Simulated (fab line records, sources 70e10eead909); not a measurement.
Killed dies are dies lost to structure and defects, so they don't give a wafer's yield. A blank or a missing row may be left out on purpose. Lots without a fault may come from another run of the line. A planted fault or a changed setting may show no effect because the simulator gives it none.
Chamber matching | flow nand_harc | NHARC_A_SLIT_DEP_23 on pecvd-04: 3 sister chambers
The step deposits SiON, target thk 100 nm. 16 wafers are shown with their chamber, then 8 later ones without.

WAFERS WITH THEIR CHAMBER
wafer  | chamber | showerhead_vpp_V (V) | heater_power_outer_w (W) | heater_power_w (W)
L084.2 | 0       | 1187                 | 369                      | 625
L084.4 | 0       | 1168                 | 367                      | 647
L084.5 | 1       | 1153                 | 383                      | 679
L081.2 | 2       | 1203                 | 372                      | 622
L081.3 | 0       | 1165                 | 358                      | 605
L081.6 | 1       | 1144                 | 412                      | 685
L085.1 | 2       | 1203                 | 383                      | 630
L085.2 | 1       | 1153                 | 359                      | 634
L085.6 | 1       | 1139                 | 339                      | 624
L088.1 | 2       | 1201                 | 445                      | 715
L088.2 | 1       | 1155                 | 397                      | 680
L088.4 | 0       | 1182                 | 334                      | 581
L093.1 | 1       | 1148                 | 396                      | 700
L093.2 | 2       | 1194                 | 448                      | 726
L093.6 | 0       | 1153                 | 357                      | 632
L095.2 | 0       | 1159                 | 400                      | 676

SIGNATURES (means of the wafers above)
reading              | chamber 0 | chamber 1 | chamber 2 | scatter within a chamber
showerhead_vpp_V     | 1169.00   | 1148.67   | 1200.25   | 9.26
heater_power_outer_w | 364.17    | 381.00    | 412.00    | 28.9
heater_power_w       | 627.67    | 667.00    | 673.25    | 38.3
Rule: a wafer's distance from a chamber is the root of the sum, over the readings, of the square of ((its reading less the chamber's mean) divided by the reading's scatter). The wafer belongs to the nearest chamber; if the next one is less than 2 further off, it can't be placed. The scatter: the root of (the sum of the squares of (reading less its chamber's mean) over the shown wafers, divided by (wafers less chambers)).

WAFERS WITHOUT THEIR CHAMBER
wafer  | showerhead_vpp_V (V) | heater_power_outer_w (W) | heater_power_w (W)
L095.4 | 1187                 | 356                      | 597
L095.5 | 1152                 | 389                      | 670
L091.4 | 1150                 | 338                      | 596
L091.5 | 1122                 | 436                      | 713
L091.6 | 1206                 | 436                      | 733
L094.1 | 1202                 | 408                      | 678
L094.3 | 1156                 | 347                      | 612
L094.6 | 1167                 | 352                      | 612

WHICH CHAMBER EACH WENT THROUGH
wafer  | from the rows above     | in truth
L095.4 | can't be placed: 0 or 2 | 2
L095.5 | can't be placed: 1 or 0 | 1
L091.4 | can't be placed: 1 or 0 | 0
L091.5 | 1                       | 1
L091.6 | 2                       | 2
L094.1 | 2                       | 2
L094.3 | can't be placed: 0 or 1 | 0
L094.6 | 0                       | 0
Placed correctly: 4 of 8. Can't be placed from these rows: 4 (the true chamber is among the candidates in 4). Placed wrongly: 0.
